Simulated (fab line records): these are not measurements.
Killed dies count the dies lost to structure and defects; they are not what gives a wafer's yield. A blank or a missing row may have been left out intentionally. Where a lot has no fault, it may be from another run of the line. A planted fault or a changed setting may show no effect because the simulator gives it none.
The tool behind it: which one? | flow nand harc | Sampling: 24 lots, 72 wafers, 3 of 1159 route steps

== WHAT THE GAUGES READ, wafer by wafer ==
NHARC_A_BLC_INSPECT_28. Usual: 403 for raw defect count, sd 110.
lot  | measured     | on                | raw defect count | flag
L074 | day 17 22:06 | defect inspect-01 | 318 422 311      |
L075 | day 17 22:43 | defect inspect-02 | 411 347 508      |
L077 | day 18 08:10 | defect inspect-01 | 359 386 849      |
L076 | day 18 08:11 | defect inspect-02 | 339 456 514      |
L078 | day 18 14:07 | defect inspect-02 | 297 339 311      |
L080 | day 19 05:43 | defect inspect-02 | 327 235 341      |
L081 | day 19 09:01 | defect inspect-01 | 371 395 567      |
L082 | day 19 16:31 | defect inspect-02 | 476 438 403      |
L083 | day 19 16:57 | defect inspect-02 | 619 427 509      |
L084 | day 20 00:37 | defect inspect-01 | 653 415 499      |
L079 | day 20 01:01 | defect inspect-02 | 350 275 459      |
L086 | day 20 03:19 | defect inspect-02 | 397 455 550      |
L088 | day 20 03:53 | defect inspect-01 | 360 737 554      |
L085 | day 20 09:34 | defect inspect-01 | 293 404 453      |
L087 | day 20 15:21 | defect inspect-02 | 401 374 244      |
L089 | day 21 00:10 | defect inspect-01 | 291 287 374      |
L090 | day 21 13:41 | defect inspect-02 | 326 495 406      |
L091 | day 21 18:08 | defect inspect-02 | 481 361 276      |
L092 | day 21 19:46 | defect inspect-01 | 293 395 292      |
L093 | day 21 20:22 | defect inspect-02 | 303 290 276      |
L095 | day 22 01:28 | defect inspect-02 | 259 468 292      |
L094 | day 22 01:54 | defect inspect-02 | 393 457 427      |
L096 | day 22 17:23 | defect inspect-02 | 459 299 626      |
L097 | day 24 00:20 | defect inspect-02 | 334 361 379      |

== WHAT TOOL EACH LOT RAN ON (gives the tool, then ch and the chambers of the sampled wafers, and finally the start) ==
lot  | NHARC_A_CONTACT_ETCH_31                       | NHARC_A_CONTACT_ETCH_137
L074 | rie diel-13 ch 0,1,2, day 17 04:23 or earlier | har cap etch-02 ch 0,1, day 17 04:23
L075 | rie diel-11 ch 0,1,3, day 17 05:01 or earlier | har cap etch-01 ch 0,1, day 17 05:01
L077 | rie diel-11 ch 0,1, day 17 13:46 or earlier   | har cap etch-02 ch 0,1, day 17 13:46
L076 | rie diel-08 ch 1,3, day 17 14:04 or earlier   | har cap etch-01 ch 0,1, day 17 14:04
L078 | rie diel-11 ch 0,1, day 18 02:16 or earlier   | har cap etch-01 ch 0,1, day 18 02:16
L080 | rie diel-11 ch 1,2, day 18 18:40 or earlier   | har cap etch-03 ch 0,1, day 18 18:40
L081 | rie diel-11 ch 1,2,3, day 18 21:08 or earlier | har cap etch-03 ch 0, day 18 21:08
L082 | rie diel-08 ch 0,2,3, day 19 07:49 or earlier | har cap etch-02 ch 0,1, day 19 07:49
L083 | rie diel-13 ch 0,3, day 19 08:22 or earlier   | har cap etch-03 ch 0,1, day 19 08:22
L084 | rie diel-13 ch 0,3, day 19 13:25 or earlier   | har cap etch-02 ch 0,1, day 19 13:25
L079 | rie diel-08 ch 0,1, day 19 13:41 or earlier   | har cap etch-03 ch 0,1, day 19 13:41
L086 | rie diel-08 ch 1,3, day 19 16:56 or earlier   | har cap etch-02 ch 0,1, day 19 16:56
L088 | rie diel-11 ch 0,1,3, day 19 16:59 or earlier | har cap etch-01 ch 0,1, day 19 16:59
L085 | rie diel-11 ch 1,2,3, day 20 01:09 or earlier | har cap etch-01 ch 0,1, day 20 01:09
L087 | rie diel-11 ch 0,2,3, day 20 02:31 or earlier | har cap etch-03 ch 0,1, day 20 02:31
L089 | rie diel-11 ch 0,2,3, day 20 16:39 or earlier | har cap etch-03 ch 0, day 20 16:39
L090 | rie diel-11 ch 0,1,3, day 20 23:27 or earlier | har cap etch-02 ch 0,1, day 20 23:27
L091 | rie diel-11 ch 0,3, day 21 03:27 or earlier   | har cap etch-02 ch 0,1, day 21 03:27
L092 | rie diel-11 ch 1,2, day 21 05:04 or earlier   | har cap etch-03 ch 0,1, day 21 05:04
L093 | rie diel-11 ch 1,2,3, day 21 13:07 or earlier | har cap etch-03 ch 0,1, day 21 13:07
L095 | rie diel-13 ch 1,2, day 21 15:59 or earlier   | har cap etch-01 ch 0,1, day 21 15:59
L094 | rie diel-11 ch 1,2, day 21 16:22 or earlier   | har cap etch-03 ch 0,1, day 21 16:22
L096 | rie diel-08 ch 1,2,3, day 22 07:30 or earlier | har cap etch-03 ch 0,1, day 22 07:30
L097 | rie diel-11 ch 0,1,3, day 23 16:12 or earlier | har cap etch-02 ch 0,1, day 23 16:12
- NHARC_A_CONTACT_ETCH_31: etches the open film in O2/COS, target depth 2000 nm, time 520 s.
- NHARC_A_CONTACT_ETCH_137: etches the open film in C4F8/O2/Ar, time 132 s, target depth 1287 nm.

== AS READ BY THE TOOLS THEMSELVES (means over the sampled wafers that have a number; for cases with no such wafer, the mark the record gives instead) ==
NHARC_A_CONTACT_ETCH_31. Usual: drypump motor current A 5.9 A, standard deviation 0.42; oes product au 1.002 a.u., standard deviation 0.0094; rf vpp V 313.8 V, standard deviation 1.3; showerhead plenum p Torr 3.10 Torr, standard deviation 0.086; throttle valve pct 28.332 %, standard deviation 0.009.
lot  | tool        | drypump motor current A (A) | oes product au (a.u.) | rf vpp V (V) | showerhead plenum p Torr (Torr) | throttle valve pct (%) | flag
L074 | rie diel-13 | 5.4                         | 1.004                 | 314.1        | 3.07                            | 28.332                 |
L075 | rie diel-11 | 6.2                         | 1.000                 | 314.0        | 3.10                            | 28.322                 |
L077 | rie diel-11 | 6.2                         | 0.996                 | 313.3        | 3.12                            | 28.328                 |
L076 | rie diel-08 | 6.1                         | 1.016                 | 311.7        | 2.97                            | 28.337                 |
L078 | rie diel-11 | 6.4                         | 1.006                 | 315.3        | 3.12                            | 28.330                 |
L080 | rie diel-11 | 5.7                         | 0.995                 | 315.4        | 3.20                            | 28.324                 |
L081 | rie diel-11 | 6.0                         | 1.007                 | 314.4        | 3.13                            | 28.339                 |
L082 | rie diel-08 | 5.9                         | 1.003                 | 313.8        | 3.11                            | 28.339                 |
L083 | rie diel-13 | 5.5                         | 0.989                 | 312.3        | 2.98                            | 28.326                 |
L084 | rie diel-13 | 5.5                         | 0.990                 | 312.2        | 2.98                            | 28.330                 |
L079 | rie diel-08 | 6.3                         | 1.016                 | 312.6        | 2.99                            | 28.337                 |
L086 | rie diel-08 | 5.9                         | 1.006                 | 312.4        | 3.01                            | 28.329                 |
L088 | rie diel-11 | 6.2                         | 1.005                 | 313.5        | 3.09                            | 28.331                 |
L085 | rie diel-11 | 6.0                         | 1.007                 | 314.2        | 3.13                            | 28.333                 |
L087 | rie diel-11 | 5.8                         | 1.003                 | 314.1        | 3.13                            | 28.330                 |
L089 | rie diel-11 | 5.8                         | 0.998                 | 314.8        | 3.12                            | 28.335                 |
L090 | rie diel-11 | 6.2                         | 1.000                 | 313.6        | 3.09                            | 28.342                 |
L091 | rie diel-11 | 6.0                         | 1.001                 | 313.0        | 3.06                            | 28.335                 |
L092 | rie diel-11 | 5.8                         | 1.008                 | 314.2        | 3.19                            | 28.332                 |
L093 | rie diel-11 | 6.0                         | 1.000                 | 312.8        | 3.13                            | 28.334                 |
L095 | rie diel-13 | 5.5                         | 1.006                 | 314.3        | 3.14                            | 28.331                 |
L094 | rie diel-11 | 5.7                         | 1.004                 | 315.2        | 3.19                            | 28.336                 |
L096 | rie diel-08 | 5.9                         | 1.003                 | 312.7        | 3.03                            | 28.330                 |
L097 | rie diel-11 | 6.2                         | 0.995                 | 313.9        | 3.08                            | 28.339                 |

NHARC_A_CONTACT_ETCH_137. Usual: 0.999 a.u. for oes air line au, sd 0.021.
lot  | tool            | oes air line au (a.u.) | flag
L074 | har cap etch-02 | 0.957                  |
L075 | har cap etch-01 | 0.987                  |
L077 | har cap etch-02 | 0.990                  |
L076 | har cap etch-01 | 0.981                  |
L078 | har cap etch-01 | 1.012                  |
L080 | har cap etch-03 | 0.991                  |
L081 | har cap etch-03 | 0.990                  |
L082 | har cap etch-02 | 0.994                  |
L083 | har cap etch-03 | 1.001                  |
L084 | har cap etch-02 | 0.985                  |
L079 | har cap etch-03 | 0.996                  |
L086 | har cap etch-02 | 1.007                  |
L088 | har cap etch-01 | 0.998                  |
L085 | har cap etch-01 | 1.025                  |
L087 | har cap etch-03 | 1.012                  |
L089 | har cap etch-03 | 1.006                  |
L090 | har cap etch-02 | 0.985                  |
L091 | har cap etch-02 | 1.004                  |
L092 | har cap etch-03 | 0.976                  |
L093 | har cap etch-03 | 1.011                  |
L095 | har cap etch-01 | 0.989                  |
L094 | har cap etch-03 | 1.023                  |
L096 | har cap etch-03 | 1.001                  |
L097 | har cap etch-02 | 1.010                  |

== THE ANSWER, worked out from the rows above alone ==
Rule: lot off if the mean of its wafers having a number is beyond 3 standard deviations from the usual mean. Also off: a lot with no number at a reading for which 4 or more lots have one. Any other lot the step has rows for is counted as sound. Order of review: gauges by route order, followed by the tools' own readings, for which a lot's mean as printed above is used. The first step at which some lot is off is used, and at that step the reading that is off furthest; a lot without a number counts as furthest.
Nothing can be told from this: no lot is off at any reading shown.

== WHAT THE SIMULATOR HAD INSERTED ==
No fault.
